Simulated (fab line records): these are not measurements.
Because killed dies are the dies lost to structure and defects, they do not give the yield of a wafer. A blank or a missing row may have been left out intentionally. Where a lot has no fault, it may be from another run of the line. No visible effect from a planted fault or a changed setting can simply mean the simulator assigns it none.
Comparing a struck lot with a sound one | flow n5_finfet | 40 out of 1938 route steps
Sound: the wafers L327.3, L327.5, L327.6. Struck: wafer L324.1 (L324.2, L324.5, from the same lot, were not struck and are left out); the cause is given at the end.
Each step with rows lists, per side, the tool, then ch with its chambers, then its first start. Under that, the readings that differ: sound wafers | struck wafers | difference of the means | sigmas: that difference in standard deviations of wafers without a fault.
alike: a reading whose means differ by less than 2 such deviations, as well as words and numbers matching on both sides. not compared: withheld readings; readings where some wafer has no value; bounds like >300 that might hide an equal value; numbers whose values overlap and for which the record gives no deviation.
A row with sigmas, a row that says differs or no value, or rows on one side alone: a step with any of these is where the two part. When numbers do not overlap yet have no deviation, they are printed without sigmas and do not part them. A reading missing from all wafers of one side parts the sides only when that side holds two or more wafers.

first, 11 steps without rows for these wafers: N5_ZERO_LAYER_HMDS_04 (time 60 s); N5_ZERO_LAYER_COAT_05 (resist thk 1000 nm); N5_ZERO_LAYER_EBR_07; N5_ZERO_LAYER_SOFTBAKE_06 (time 90 s); N5_ZERO_LAYER_EXPOSE_08 (exposes mask ZERO, defocus 0 nm, target cd 2000 nm); N5_ZERO_LAYER_PEB_09; N5_ZERO_LAYER_DEVELOP_10 (develop time 60 s); N5_ZERO_LAYER_HARDBAKE_23 (time 120 s); N5_ZERO_LAYER_DESCUM_16 (chemistry O2, time 7.9 s); N5_ZERO_LAYER_ETCH_17 (etches SiO2 in CF4, target depth 12 nm, time 13.3 s); N5_ZERO_LAYER_ETCH_18 (etches Si in HBr/Cl2, target depth 120 nm, time 40 s).
N5_ZERO_LAYER_STRIP_24: strips in O2.
  sound on plasma_asher-01 ch 0,1, day 6 06:55; struck on plasma_asher-02 ch 0, day 5 13:20
  reading                | sound | struck | difference                   | sigmas
  rf_hours_counter_h (h) | - - - | 93     | no value on the sound wafers |
  alike: drypump_motor_current_A, heater_power_w, oes_product_au, strip_time_to_endpoint_s
then, 1 step without rows for these wafers: N5_ZERO_LAYER_STRIP_19 (strips in SPM, time 900 s).
N5_ZERO_LAYER_INSPECT_20: inspects for defects (darkfield).
  sound on defect_inspect-01, day 6 07:15; struck on defect_inspect-02, day 5 13:42
  reading          | sound    | struck | difference | sigmas
  raw_defect_count | 55 49 95 | 804    | +738       | +43
then, 8 steps without rows for these wafers: N5_WELL_APT_HMDS_01 (time 60 s); N5_WELL_APT_COAT_02 (resist thk 950 nm); N5_WELL_APT_EBR_04; N5_WELL_APT_SOFTBAKE_03 (time 60 s); N5_WELL_APT_EXPOSE_05 (exposes mask NWELL, defocus 0 nm, target cd 200 nm); N5_WELL_APT_PEB_06 (peb time 90 s); N5_WELL_APT_DEVELOP_07 (develop time 45 s); N5_WELL_APT_HARDBAKE_12 (time 120 s).
N5_WELL_APT_INSPECT_10: inspects for defects (macro).
  sound on defect_inspect-02, day 6 07:37; struck on defect_inspect-01, day 5 14:04
  reading          | sound | struck | difference | sigmas
  raw_defect_count | 2 4 1 | >300   | differs    |
then, 12 steps without rows for these wafers: N5_WELL_APT_DESCUM_13 (chemistry O2, time 7.9 s); N5_WELL_APT_IMPLANT_14; N5_WELL_APT_IMPLANT_15; N5_WELL_APT_STRIP_16 (strips in SPM, time 900 s); N5_WELL_APT_HMDS_18 (time 60 s); N5_WELL_APT_COAT_19 (resist thk 950 nm); N5_WELL_APT_EBR_21; N5_WELL_APT_SOFTBAKE_20 (time 60 s); N5_WELL_APT_EXPOSE_22 (exposes mask PWELL, defocus 0 nm, target cd 200 nm); N5_WELL_APT_PEB_23 (peb time 90 s); N5_WELL_APT_DEVELOP_24 (develop time 45 s); N5_WELL_APT_HARDBAKE_29 (time 120 s).
N5_WELL_APT_INSPECT_27: inspects for defects (macro).
  sound on defect_inspect-01, day 6 08:52; struck on defect_inspect-02, day 5 15:20
  reading          | sound | struck | difference | sigmas
  raw_defect_count | 3 1 1 | >300   | differs    |
then, 1 step without rows for these wafers: N5_WELL_APT_DESCUM_30 (chemistry O2, time 7.9 s).
N5_WELL_APT_INSPECT_38: inspects for defects (darkfield).
  sound on defect_inspect-02, day 6 10:51; struck on defect_inspect-01, day 5 17:00
  reading          | sound  | struck | difference | sigmas
  raw_defect_count | 17 9 8 | 796    | +785       | +99 or more
-- the record jumps here: 6 days lie between the struck wafers' starts before and after (it left off in module WELL_APT and takes up again in module BEOL_M4, whose first step shown is number 1111 of the route) --
N5_BEOL_M4_RC_MEAS_101:
  sound on prober-01 ch 0, day 12 21:13; struck on prober-02 ch 0, day 12 01:29
  alike: DIBL_N, DIBL_P, IOFF_N, IOFF_P, ION_N, ION_P, SS_N, SS_P, VT_N, VT_P
-- here the record skips 4 days between the struck wafers' starts before and after, leaving off in module BEOL_M4 and picking up in module PASSIVATION (first step shown: number 1936 of the route) --
N5_PASSIVATION_PROBE_49:
  the record has rows for the struck wafers here (prober-01, day 15 22:29) and none for the sound ones

== WHERE THEY PART ==
At N5_ZERO_LAYER_STRIP_24 first; at N5_PASSIVATION_PROBE_49 last (within this record only).

WHY: whatever the simulator had introduced
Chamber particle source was plasma_asher-02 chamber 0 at N5_ZERO_LAYER_STRIP_24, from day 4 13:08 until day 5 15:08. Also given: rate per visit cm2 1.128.
